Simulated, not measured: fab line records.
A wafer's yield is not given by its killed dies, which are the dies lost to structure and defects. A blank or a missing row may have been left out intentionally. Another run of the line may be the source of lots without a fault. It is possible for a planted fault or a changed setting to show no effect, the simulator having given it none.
Matching of chambers || flow nand harc || 4 sister chambers for NHARC_A_CHANNEL_FILL_D2_ALD_25 on ald hk-01
The step deposits SiOx, target thk 60 nm, pulse time 10 s, ald cycles 600. 8 wafers are shown with their chamber, then 8 later ones without.

## WAFERS, EACH WITH ITS CHAMBER
{"wafer": "L902.1", "chamber": 1, "heater power w (W)": 440, "precursor pulse height rel": 1.010}
{"wafer": "L908.6", "chamber": 0, "heater power w (W)": 448, "precursor pulse height rel": 1.026}
{"wafer": "L909.3", "chamber": 3, "heater power w (W)": 499, "precursor pulse height rel": 1.018}
{"wafer": "L909.5", "chamber": 3, "heater power w (W)": 496, "precursor pulse height rel": 0.999}
{"wafer": "L912.2", "chamber": 2, "heater power w (W)": 496, "precursor pulse height rel": 0.983}
{"wafer": "L912.3", "chamber": 0, "heater power w (W)": 441, "precursor pulse height rel": 1.024}
{"wafer": "L912.6", "chamber": 2, "heater power w (W)": 506, "precursor pulse height rel": 1.011}
{"wafer": "L913.4", "chamber": 1, "heater power w (W)": 432, "precursor pulse height rel": 0.990}

## WAFERS WITHOUT THEIR CHAMBER
{"wafer": "L913.5", "heater power w (W)": 439, "precursor pulse height rel": 0.976}
{"wafer": "L913.6", "heater power w (W)": 452, "precursor pulse height rel": 0.961}
{"wafer": "L924.1", "heater power w (W)": 502, "precursor pulse height rel": 1.006}
{"wafer": "L924.4", "heater power w (W)": 441, "precursor pulse height rel": 1.032}
{"wafer": "L924.5", "heater power w (W)": 503, "precursor pulse height rel": 0.953}
{"wafer": "L925.1", "heater power w (W)": 507, "precursor pulse height rel": 0.989}
{"wafer": "L925.3", "heater power w (W)": 454, "precursor pulse height rel": 0.974}
{"wafer": "L925.5", "heater power w (W)": 504, "precursor pulse height rel": 0.999}

## CHAMBER TAKEN BY EACH
{"wafer": "L913.5", "from the rows above": "can't be placed: 1 or 0", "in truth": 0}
{"wafer": "L913.6", "from the rows above": "can't be placed: 1 or 0", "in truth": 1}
{"wafer": "L924.1", "from the rows above": "can't be placed: 2 or 3", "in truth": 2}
{"wafer": "L924.4", "from the rows above": "can't be placed: 0 or 1", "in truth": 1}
{"wafer": "L924.5", "from the rows above": "can't be placed: 2 or 3", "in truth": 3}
{"wafer": "L925.1", "from the rows above": "can't be placed: 2 or 3", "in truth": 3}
{"wafer": "L925.3", "from the rows above": "can't be placed: 1 or 0", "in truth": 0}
{"wafer": "L925.5", "from the rows above": "can't be placed: 2 or 3", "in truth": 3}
0 of 8 placed correctly. Can't be placed from these rows: 8 (the true chamber is among the candidates in 8). 0 placed wrongly.
How it was worked out, from the rows above alone: a wafer's distance from a chamber is the root of the sum, over the readings, of the square of ((its reading less the chamber's mean) divided by the reading's scatter). The wafer belongs to the nearest chamber; if the next one is less than 2 further off, it can't be placed. A chamber's mean is the mean of its shown wafers. The scatter: take each reading less its chamber's mean, square it, sum over the shown wafers, divide by the number of wafers less the number of chambers, and take the root.
